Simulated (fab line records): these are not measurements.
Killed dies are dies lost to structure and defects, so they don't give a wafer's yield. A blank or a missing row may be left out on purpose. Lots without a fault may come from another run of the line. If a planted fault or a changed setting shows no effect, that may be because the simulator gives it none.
Comparing a struck lot with a sound one ; flow n5-finfet ; 18 steps out of a route of 1938
Sound: these wafers, L749.2, L749.4, L749.5. Struck: wafer L757.3. (L757.5 of the same lot was not struck and is left out.) The cause comes at the end.
Order at every step that has rows: each side's tool, ch and its chambers, its first start. Under that, the readings that differ: sound wafers ; struck wafers ; difference of the means ; sigmas: that difference in standard deviations of wafers without a fault.
alike: readings with means less than 2 such deviations apart, plus words and numbers identical on both sides. not compared: withheld readings, readings lacking a value on some wafer, bounds such as >300 that could conceal the same value, and numbers that have no deviation in the record and whose values overlap.
Wherever a step has rows on one side only, a row that says differs or no value, or a row with sigmas, the two part there. Numbers that have no deviation but don't overlap get no sigmas and don't part them. Lack of a reading on every wafer of one side parts them only where that side has two or more wafers.

first, 1 step without rows for these wafers: N5_MOL_CONTACT_COAG_STRIP_98 (strips in N2/H2).
N5_MOL_CONTACT_COAG_CD_MEAS_99: the cd target is 17.2 nm.
  struck on cd-sem-02, day 7 01:14; sound on cd-sem-01, day 5 09:44
  alike: cd-nm
then, 2 steps without rows for these wafers: N5_MOL_CONTACT_COAG_IMPLANT_129; N5_MOL_CONTACT_COAG_PRECLEAN_111 (cleans in NF3:NH3, afs cycles 1, time 20 s, sublimation time 60 s).
N5_MOL_CONTACT_COAG_TI_SIL_19: material Ti, target thk 4.2 nm, time 15 s.
  struck on pvd-sputter-03, day 7 03:32; sound on pvd-sputter-01, day 5 10:19
  alike: chamber-pressure-pa, throttle-valve-pct
N5_MOL_CONTACT_COAG_ALD_20: deposits TiN, target thk 1.5 nm, pulse time 1 s, purge time 3 s.
  sound on ald-metal-03 ch 1,2,3, day 5 10:26; struck on ald-metal-03 ch 0, day 7 03:40
  alike: heater-power-w, precursor-pulse-height-rel
N5_MOL_CONTACT_COAG_SIL_ANNEAL_21: time 60 s.
  sound on rtp-anneal-02 ch 0, day 5 10:54; struck on rtp-anneal-02 ch 0, day 7 04:07
reading;sound;struck;difference;sigmas
wafer_temp_C_max;551.4 551.5 552.2;552.9;+1.2;+2
  alike: lamp-power-pct
then, 1 step without rows for these wafers: N5_MOL_CONTACT_COAG_PRE_CLEAN_141 (time 60 s).
N5_MOL_CONTACT_COAG_SPUTTER_143: material Co, target thk 2.5 nm.
  struck on pvd-sputter-02, day 7 04:35; sound on pvd-sputter-01, day 5 13:14
  alike: chamber-pressure-pa, throttle-valve-pct
then, 2 steps without rows for these wafers: N5_MOL_CONTACT_COAG_CO_FILL_22 (material Co, precursor CCTBA/H2, target thk 20 nm); N5_MOL_CONTACT_COAG_ANNEAL_113 (time 300 s).
N5_MOL_CONTACT_COAG_PRE_CLEAN_142: time 60 s.
  struck on pvd-sputter-03, day 7 06:18; sound on pvd-sputter-03, day 5 16:03
  alike: heater-power-w
N5_MOL_CONTACT_COAG_SPUTTER_130: material Co, target thk 47.5 nm.
  struck on pvd-sputter-03, day 7 13:07; sound on pvd-sputter-03, day 5 16:07
reading;sound;struck;difference;sigmas
model.Co_of_MOL_CONTACT_COAG_SPUTTER_130.thk-nm (nm);47.8 47.8 48.4;76.2;+28.2;
  alike: chamber-pressure-pa, throttle-valve-pct
then, 2 steps without rows for these wafers: N5_MOL_CONTACT_COAG_PRECLEAN_125 (cleans in DIW, time 57.5 s); N5_MOL_CONTACT_COAG_SRD_126 (dry time 32 s).
N5_MOL_CONTACT_COAG_CMP_23: polishes, stops on SiO2, t overpolish 1.5 s, target thk 0 nm.
  sound on cmp-02 ch 0,2, day 5 16:20; struck on cmp-04 ch 1, day 7 13:22
reading;sound;struck;difference;sigmas
time-to-endpoint-s (s);11.2 5.9 5.9;19.9;+12.2;+5
  alike: head-pressure-psi, motor-current-A, platen-rpm
-- the record jumps here: 3 days lie between the struck wafers' starts before and after (it left off in module MOL_CONTACT_COAG and takes up again in module BEOL_M4, whose first step shown is number 1111 of the route) --
N5_BEOL_M4_RC_MEAS_101:
  sound on prober-01 ch 0, day 8 19:48; struck on prober-02 ch 0, day 10 20:01
reading;sound;struck;difference;sigmas
ION_N (uA/um);656 670 696;645;-29;-3
SS_N (mV/dec);71.5 71.3 71.8;70.2;-1.3;-2
  alike: DIBL_N, DIBL_P, IOFF_N, IOFF_P, ION_P, SS_P, VT_N, VT_P
then, 1 step without rows for these wafers: N5_PASSIVATION_PROBE_49.

## WHERE THEY PART
At N5_MOL_CONTACT_COAG_SIL_ANNEAL_21 first; at N5_BEOL_M4_RC_MEAS_101 last (within this record only).

WHY: whatever the simulator had introduced
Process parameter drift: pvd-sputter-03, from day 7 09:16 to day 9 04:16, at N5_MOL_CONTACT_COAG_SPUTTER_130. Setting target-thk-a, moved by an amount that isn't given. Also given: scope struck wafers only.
